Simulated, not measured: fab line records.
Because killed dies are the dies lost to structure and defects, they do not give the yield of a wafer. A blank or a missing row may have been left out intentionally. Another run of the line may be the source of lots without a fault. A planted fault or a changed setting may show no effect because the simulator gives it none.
Chamber matching / flow n5-finfet / N5_BEOL_M3_CO_CAP_55 on cvd-co-01 has 3 sister chambers
The step material Co, precursor CCTBA/H2, target thk 2 nm, time 102.1 s. 3 wafers are shown with their chamber, then 9 later ones without.

## EACH WAFER AND ITS CHAMBER
wafer=L079.1; chamber=0; heater-power-w (W)=209
wafer=L084.4; chamber=1; heater-power-w (W)=231
wafer=L084.5; chamber=2; heater-power-w (W)=220

## WAFERS MISSING THEIR CHAMBER
wafer=L085.1; heater-power-w (W)=233
wafer=L085.3; heater-power-w (W)=221
wafer=L085.5; heater-power-w (W)=218
wafer=L086.1; heater-power-w (W)=230
wafer=L086.4; heater-power-w (W)=234
wafer=L086.5; heater-power-w (W)=222
wafer=L090.4; heater-power-w (W)=218
wafer=L090.5; heater-power-w (W)=215
wafer=L090.6; heater-power-w (W)=239

## EACH ONE'S CHAMBER
wafer=L085.1; from the rows above=1; in truth=1
wafer=L085.3; from the rows above=2; in truth=2
wafer=L085.5; from the rows above=can't be placed: 2 or 0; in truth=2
wafer=L086.1; from the rows above=1; in truth=1
wafer=L086.4; from the rows above=1; in truth=1
wafer=L086.5; from the rows above=can't be placed: 2 or 1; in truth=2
wafer=L090.4; from the rows above=can't be placed: 2 or 0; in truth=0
wafer=L090.5; from the rows above=can't be placed: 2 or 0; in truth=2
wafer=L090.6; from the rows above=1; in truth=1
Placed correctly: 5 of 9. These rows do not allow placing 4 (true chamber among the candidates in 4). Wrongly placed: 0.
How it was worked out, from the rows above alone: a wafer's distance from a chamber is the root of the sum, over the readings, of the square of ((its reading less the chamber's mean) divided by the reading's scatter). The wafer belongs to the nearest chamber; if the next one is less than 2 further off, it can't be placed. The mean given for a chamber averages the wafers shown for that chamber. The scatter: with one shown wafer a chamber, the root of the mean of the squares of how far each hidden wafer lies from its nearest shown one.
